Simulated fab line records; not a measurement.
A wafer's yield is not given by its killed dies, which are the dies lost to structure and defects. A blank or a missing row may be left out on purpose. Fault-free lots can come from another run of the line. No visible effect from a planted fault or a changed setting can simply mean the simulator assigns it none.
Struck lot and sound lot, side by side || flow nand_harc || 14 out of 1302 route steps
Sound: these wafers, L640.2, L640.5, L640.6. Struck: wafer L626.3. (L626.6 of the same lot was not struck and is left out.) The cause comes at the end.
Each step with rows lists, per side, the tool, then ch with its chambers, then its first start. Under that, the readings that differ: sound wafers || struck wafers || difference of the means || sigmas: that difference in standard deviations of wafers without a fault.
alike: readings whose means differ by less than 2 such deviations, and words and numbers that are the same on both sides. not compared: withheld readings, readings that some wafer has no value for, bounds like >300 that may hide the same value, and numbers for which the record gives no deviation and whose values overlap.
A row with sigmas, a row that says differs or no value, or rows on one side alone: a step with any of these is where the two part. Numbers that don't overlap but have no deviation are shown without sigmas and don't part them. Lack of a reading on every wafer of one side parts them only where that side has two or more wafers.

NHARC_A_SLIT_ETCH_26: etches the open film in C4F8/O2/Ar, time 90 s, target depth 400 nm.
  sound on har_etch-01 ch 0,1, day 26 18:59; struck on har_etch-01 ch 0, day 20 12:03
  alike: drypump_motor_current_A, showerhead_plenum_p_Torr, throttle_valve_pct
  not compared: rf_hours_counter_h
then, 1 step without rows for these wafers: NHARC_A_SLIT_STRIP_28 (strips in O2/COS).
NHARC_A_SLIT_ETCH_29: etches the open film in CF4/O2, target depth 100 nm, overetch 10 nm, time 55 s.
  sound on rie_diel-08 ch 0,1,2, day 26 19:53; struck on rie_diel-10 ch 0, day 20 12:52
  alike: drypump_motor_current_A, oes_product_au, rf_vpp_V, showerhead_plenum_p_Torr, throttle_valve_pct
  not compared: rf_hours_counter_h
NHARC_A_SLIT_STRIP_18: strips in O2.
  sound: rie_diel-08 ch 2,3; struck: rie_diel-10 ch 2
  alike: drypump_motor_current_A, oes_product_au, rf_vpp_V, showerhead_plenum_p_Torr, throttle_valve_pct
  not compared: rf_hours_counter_h
then, 2 steps without rows for these wafers: NHARC_A_SLIT_PRECLEAN_19 (cleans in SC1); NHARC_A_SLIT_SRD_20.
NHARC_A_SLIT_CD_MEAS_21:
  sound: cd_sem-01 at day 26 20:25; struck: cd_sem-03 at day 20 13:23
  alike: cd_nm
then, 3 steps without rows for these wafers: NHARC_A_SIN_REMOVE_WET_00 (chemistry H3PO4, time 15300 s); NHARC_A_SIN_REMOVE_PRECLEAN_01 (cleans in SC1); NHARC_A_SIN_REMOVE_SRD_02.
NHARC_A_SIN_REMOVE_INSPECT_04:
  sound: defect_inspect-02 at day 27 03:02; struck: defect_inspect-01 at day 20 19:04
  alike: raw_defect_count
NHARC_A_WL_FILL_ALD_00: deposits Al2O3, target thk 3 nm, pulse time 3 s, ald cycles 30.
  sound on ald_hk-03 ch 1,2,3, day 27 03:09; struck on ald_hk-03 ch 3, day 20 19:08
{"reading": "ald_cycles", "sound": "30 30 30", "struck": 40, "difference": "+10", "sigmas": ""}
{"reading": "heater_power_w (W)", "sound": "507 435 397", "struck": 541, "difference": "+95", "sigmas": "+2"}
  alike: precursor_pulse_height_rel
  not compared: since_wet_clean_h
NHARC_A_WL_FILL_RTA_01: time 5 s.
  sound on rtp_anneal-02 ch 0, day 27 03:25; struck on rtp_anneal-01 ch 0, day 20 19:27
{"reading": "lamp_power_pct (%)", "sound": "28.8 28.7 28.8", "struck": 31.3, "difference": "+2.5", "sigmas": "+2"}
  alike: wafer_temp_C_max
next, for these wafers, 1 step has no rows: NHARC_END_SORT_01.

## WHERE THEY PART
At NHARC_A_WL_FILL_ALD_00 first; at NHARC_A_WL_FILL_RTA_01 last (within this record only).

WHY: the cause the simulator had injected
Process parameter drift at NHARC_A_WL_FILL_ALD_00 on ald_hk-03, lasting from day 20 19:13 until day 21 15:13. The setting ald_cycles was moved by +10, starting from 30. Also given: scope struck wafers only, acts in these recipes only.
